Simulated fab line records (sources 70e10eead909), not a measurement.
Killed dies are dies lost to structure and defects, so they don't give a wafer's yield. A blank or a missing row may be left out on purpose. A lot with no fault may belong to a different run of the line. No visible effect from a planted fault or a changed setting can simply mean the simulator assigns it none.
One fault seen from 3 desks || flow nand_harc || only its own numbers are on each desk; what lay behind them is given at the end

AT THE METROLOGY DESK
Means of the sampled wafers that have a number, per lot and without regard to the tool the lot ran on: this is what the gauges read. The brackets show how far a lot's mean lies from the usual mean; more than 4 standard deviations puts the lot out of limits, marked OUT.
Columns: A = overlay_x_nm at NHARC_P_M0_OVL_MEAS_10, usual 0.2 nm; B = overlay_y_nm at NHARC_P_M0_OVL_MEAS_10, usual 0.0 nm; C = cd_nm at NHARC_P_M0_CD_MEAS_16, usual 90.2 nm
{"lot": "L884", "first seen here": "day 6 07:49", "A": -0.3, "B": -0.4, "C": 91.1}
{"lot": "L885", "first seen here": "day 6 08:42", "A": 0.3, "B": -0.6, "C": 90.9}
{"lot": "L886", "first seen here": "day 6 18:53", "A": -0.1, "B": 0.5, "C": 89.9}
{"lot": "L887", "first seen here": "day 7 11:17", "A": 0.9, "B": -1.0, "C": 91.5}
{"lot": "L890", "first seen here": "day 8 15:51", "A": -1.6, "B": -0.4, "C": 90.3}
{"lot": "L899", "first seen here": "day 12 06:05", "A": 1.5, "B": -1.0, "C": 88.9}
{"lot": "L900", "first seen here": "day 12 20:06", "A": 0.9, "B": 1.6, "C": 90.9}
{"lot": "L902", "first seen here": "day 13 22:56", "A": -0.1, "B": 1.6, "C": 90.1}
{"lot": "L904", "first seen here": "day 14 08:31", "A": -0.1, "B": 1.7, "C": 91.6}
{"lot": "L906", "first seen here": "day 14 20:59", "A": 1.0, "B": 1.0, "C": 91.5}
{"lot": "L905", "first seen here": "day 14 21:14", "A": -0.8, "B": -0.2, "C": 90.2}
{"lot": "L907", "first seen here": "day 15 14:34", "A": 1.2, "B": -0.2, "C": 90.5}
Finding of this desk: none of the 12 lots has anything out of limits.

AT THE TOOL OWNER'S DESK: cmp-04
The tool's own readings at NHARC_P_M0_CMP_23 (polishes, t overpolish 20 s, target thk 117.54 nm): means of the sampled wafers that have a number, for each lot that ran on this tool. The brackets show how far a lot's mean lies from the usual mean; more than 4 standard deviations puts the lot out of limits, marked OUT.
Columns: A = motor_current_A at NHARC_P_M0_CMP_23, usual 12.3 A; B = time_to_endpoint_s at NHARC_P_M0_CMP_23, usual 30 s
{"lot": "L885", "first seen here": "day 6 10:59", "A": 11.8, "B": 33}
{"lot": "L886", "first seen here": "day 6 21:25", "A": 10.9, "B": 30}
{"lot": "L890", "first seen here": "day 8 18:28", "A": 12.0, "B": 35}
{"lot": "L902", "first seen here": "day 14 01:03", "A": 11.2, "B": 27}
{"lot": "L905", "first seen here": "day 15 00:17", "A": 12.9, "B": 33}
Finding of this desk: none of the 5 lots has anything out of limits.

THE DEFECT DESK
Per lot, the means of the sampled wafers with a number show what the inspections along the route counted. The brackets show how far a lot's mean lies from the usual mean; more than 4 standard deviations puts the lot out of limits, marked OUT.
Columns: A = raw_defect_count at NHARC_P_M0_INSPECT_27, usual 278
{"lot": "L884", "first seen here": "day 6 10:27", "A": 225}
{"lot": "L885", "first seen here": "day 6 11:26", "A": 269}
{"lot": "L886", "first seen here": "day 6 21:50", "A": 274}
{"lot": "L887", "first seen here": "day 7 14:03", "A": 261}
{"lot": "L890", "first seen here": "day 8 18:56", "A": "1295 (+9.2) OUT"}
{"lot": "L899", "first seen here": "day 12 08:41", "A": 296}
{"lot": "L900", "first seen here": "day 12 22:51", "A": 220}
{"lot": "L902", "first seen here": "day 14 01:31", "A": 221}
{"lot": "L904", "first seen here": "day 14 11:07", "A": 320}
{"lot": "L906", "first seen here": "day 14 23:34", "A": 175}
{"lot": "L905", "first seen here": "day 15 00:45", "A": 376}
{"lot": "L907", "first seen here": "day 15 17:08", "A": 233}
This desk's finding: out of limits on L890; first on L890, day 8 18:56 (raw_defect_count at NHARC_P_M0_INSPECT_27). L884, L885, L886, L887, L899, L900, L902, L904, L906, L905, L907 stayed within limits.

BROUGHT TOGETHER
The defect desk could have raised an alarm at day 8 18:56, on L890.
From the metrology desk's view, nothing was out of limits.
The desk of the tool owner found nothing out of limits.
The metrology desk has L890 on record, within its limits.
The tool owner's desk has L890 on record, within its limits.
The lots listed all ran NHARC_P_M0_CMP_23 on cmp-04.

WHAT THE SIMULATOR PUT IN
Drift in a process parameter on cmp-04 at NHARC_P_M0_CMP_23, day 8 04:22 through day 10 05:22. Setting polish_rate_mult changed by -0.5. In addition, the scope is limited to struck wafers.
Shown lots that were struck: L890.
Hours from the fault's start to each desk's first reading out of limits: the defect desk, 15.
